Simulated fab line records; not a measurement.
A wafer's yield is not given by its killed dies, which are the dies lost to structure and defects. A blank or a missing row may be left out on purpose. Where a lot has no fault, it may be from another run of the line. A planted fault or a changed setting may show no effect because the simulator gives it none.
A lot that was struck, set against a sound lot :: flow nand_harc :: 38 steps out of a route of 1159
Sound: wafers L839.4, L839.5, L839.6. The struck wafers were L844.1, L844.5, L844.6. Last of all comes the cause.
Each step with rows lists, per side, the tool, then ch with its chambers, then its first start. Under that, the readings that differ: sound wafers :: struck wafers :: difference of the means :: sigmas: that difference in standard deviations of wafers without a fault.
alike: readings whose means differ by less than 2 such deviations, and words and numbers that are the same on both sides. not compared: withheld readings, readings that some wafer has no value for, bounds like >300 that may hide the same value, and numbers for which the record gives no deviation and whose values overlap.
Wherever a step has rows on one side only, a row that says differs or no value, or a row with sigmas, the two part there. When numbers do not overlap yet have no deviation, they are printed without sigmas and do not part them. Lack of a reading on every wafer of one side parts them only where that side has two or more wafers.

NHARC_A_ZERO_WELL_INSPECT_17:
  sound on defect_inspect-02, day 7 22:56; struck on defect_inspect-01, day 10 09:32
  alike: raw_defect_count
then, 3 steps without rows for these wafers: NHARC_A_SOURCE_PLATE_PRECLEAN_00 (cleans in HF-LAST, time 60 s); NHARC_A_SOURCE_PLATE_SRD_01; NHARC_A_SOURCE_PLATE_OXIDE_02 (material SiO2, target thk 10 nm, ox time 1362 s).
NHARC_A_SOURCE_PLATE_THK_MEAS_09: measures by ellipsometry.
  sound on film_metro-02, day 8 08:09; struck on film_metro-02, day 10 17:02
  alike: thk_nm
then, 3 steps without rows for these wafers: NHARC_A_SOURCE_PLATE_PVD_04 (deposits WSi2, target thk 50 nm); NHARC_A_SOURCE_PLATE_CVD_03 (deposits poly-Si, target thk 200 nm, time 4000 s); NHARC_A_SOURCE_PLATE_ANNEAL_05 (time 1800 s).
NHARC_A_SOURCE_PLATE_THK_MEAS_06: measures by ellipsometry.
  sound on film_metro-01, day 8 22:02; struck on film_metro-02, day 11 09:48
  alike: thk_nm
NHARC_A_SOURCE_PLATE_INSPECT_08:
  sound on defect_inspect-02, day 8 22:07; struck on defect_inspect-01, day 11 09:52
  alike: raw_defect_count
NHARC_A_ONON_D1_DEP_00: target thk 1000 nm.
  sound on pecvd_onon-04 ch 0, day 8 22:22; struck on pecvd_onon-04 ch 0, day 11 10:00
  alike: n2_flow_sccm, nh3_flow_sccm
NHARC_A_ONON_D1_THK_MEAS_02: measures by ellipsometry.
  sound on film_metro-01, day 8 22:43; struck on film_metro-02, day 11 10:31
reading: thk_nm (nm)
sound: 977 977 978
struck: 1000 998 1000
difference: +22
sigmas: +2
then NHARC_A_ONON_D1_DEP_03 (target thk 1000 nm), 1 step lacking rows for these wafers.
NHARC_A_ONON_D1_THK_MEAS_05: measures by ellipsometry.
  sound on film_metro-01, day 8 23:17; struck on film_metro-01, day 11 11:12
reading: thk_nm (nm)
sound: 979 979 978
struck: 999 997 998
difference: +19
sigmas: +2
then NHARC_A_ONON_D1_DEP_06 (target thk 1000 nm), 1 step lacking rows for these wafers.
NHARC_A_ONON_D1_THK_MEAS_08: measures by ellipsometry.
  sound on film_metro-02, day 8 23:51; struck on film_metro-01, day 11 11:47
  alike: thk_nm
then NHARC_A_ONON_D1_DEP_09 (target thk 1000 nm), 1 step lacking rows for these wafers.
NHARC_A_ONON_D1_THK_MEAS_11: measures by ellipsometry.
  sound on film_metro-02, day 9 00:25; struck on film_metro-01, day 11 12:20
reading: thk_nm (nm)
sound: 1008 1011 1008
struck: 990 991 991
difference: -18
sigmas: -2
then NHARC_A_ONON_D1_DEP_12 (target thk 1000 nm), 1 step lacking rows for these wafers.
NHARC_A_ONON_D1_THK_MEAS_14: measures by ellipsometry.
  sound on film_metro-01, day 9 00:59; struck on film_metro-02, day 11 12:54
reading: thk_nm (nm)
sound: 1010 1011 1012
struck: 989 989 990
difference: -22
sigmas: -2
then, 2 steps without rows for these wafers: NHARC_A_ONON_D1_ANNEAL_15 (time 3600 s); NHARC_A_ONON_D1_DEP_16 (target thk 1000 nm).
NHARC_A_ONON_D1_THK_MEAS_18: measures by ellipsometry.
  sound on film_metro-02, day 9 08:08; struck on film_metro-01, day 11 20:08
  alike: thk_nm
then NHARC_A_ONON_D1_DEP_19 (target thk 1000 nm), 1 step lacking rows for these wafers.
NHARC_A_ONON_D1_THK_MEAS_21: measures by ellipsometry.
  sound on film_metro-02, day 9 08:50; struck on film_metro-02, day 11 20:42
  alike: thk_nm
then NHARC_A_ONON_D1_DEP_22 (target thk 1000 nm), 1 step lacking rows for these wafers.
NHARC_A_ONON_D1_THK_MEAS_24: measures by ellipsometry.
  sound on film_metro-02, day 9 09:24; struck on film_metro-02, day 11 21:16
  alike: thk_nm
then NHARC_A_ONON_D1_DEP_25 (target thk 1000 nm), 1 step lacking rows for these wafers.
NHARC_A_ONON_D1_THK_MEAS_27: measures by ellipsometry.
  sound on film_metro-01, day 9 09:58; struck on film_metro-01, day 11 21:50
  alike: thk_nm
then NHARC_A_ONON_D1_DEP_28 (target thk 1000 nm), 1 step lacking rows for these wafers.
NHARC_A_ONON_D1_THK_MEAS_30: measures by ellipsometry.
  sound on film_metro-02, day 9 10:32; struck on film_metro-01, day 11 22:23
  alike: thk_nm
NHARC_A_ONON_D1_DEP_33: deposits SiO2, target thk 200 nm.
  sound on pecvd-02 ch 0,1,2, day 9 10:44; struck on pecvd-03 ch 0,1, day 11 22:30
reading: heater_power_w (W)
sound: 629 686 632
struck: 421 442 538
difference: -182
sigmas: -2
  alike: heater_power_outer_w, throttle_valve_pct
NHARC_A_ONON_D1_THK_MEAS_34: measures by ellipsometry.
  sound on film_metro-02, day 9 11:01; struck on film_metro-01, day 11 22:52
  alike: thk_nm
NHARC_A_CHANNEL_HOLE_D1_DEP_00: deposits aC, target thk 3100 nm.
  sound on acl_dep-02 ch 0, day 9 12:06; struck on acl_dep-03 ch 0, day 11 23:00
  alike: throttle_valve_pct
NHARC_A_CHANNEL_HOLE_D1_DEP_01: deposits SiON, target thk 140 nm.
  sound on pecvd-01 ch 0,1,2, day 9 13:10; struck on pecvd-02 ch 0,1, day 12 00:57
  alike: heater_power_outer_w, heater_power_w
then, 2 steps without rows for these wafers: NHARC_A_CHANNEL_HOLE_D1_DEHYDRATE_02 (time 120 s); NHARC_A_CHANNEL_HOLE_D1_HMDS_03 (time 30 s).
-- jump in the record: it breaks off in module A_CHANNEL_HOLE_D1 and resumes in module END (first step shown: number 1159 of the route), and 11 days separate the struck wafers' starts before and after --
NHARC_END_SORT_01:
  the record has rows for the struck wafers here (prober-01 ch 0, day 22 15:26) and none for the sound ones

== WHERE THEY PART ==
Last at NHARC_END_SORT_01 as far as this record goes, first at NHARC_A_ONON_D1_THK_MEAS_02.

WHY: what the simulator had put in
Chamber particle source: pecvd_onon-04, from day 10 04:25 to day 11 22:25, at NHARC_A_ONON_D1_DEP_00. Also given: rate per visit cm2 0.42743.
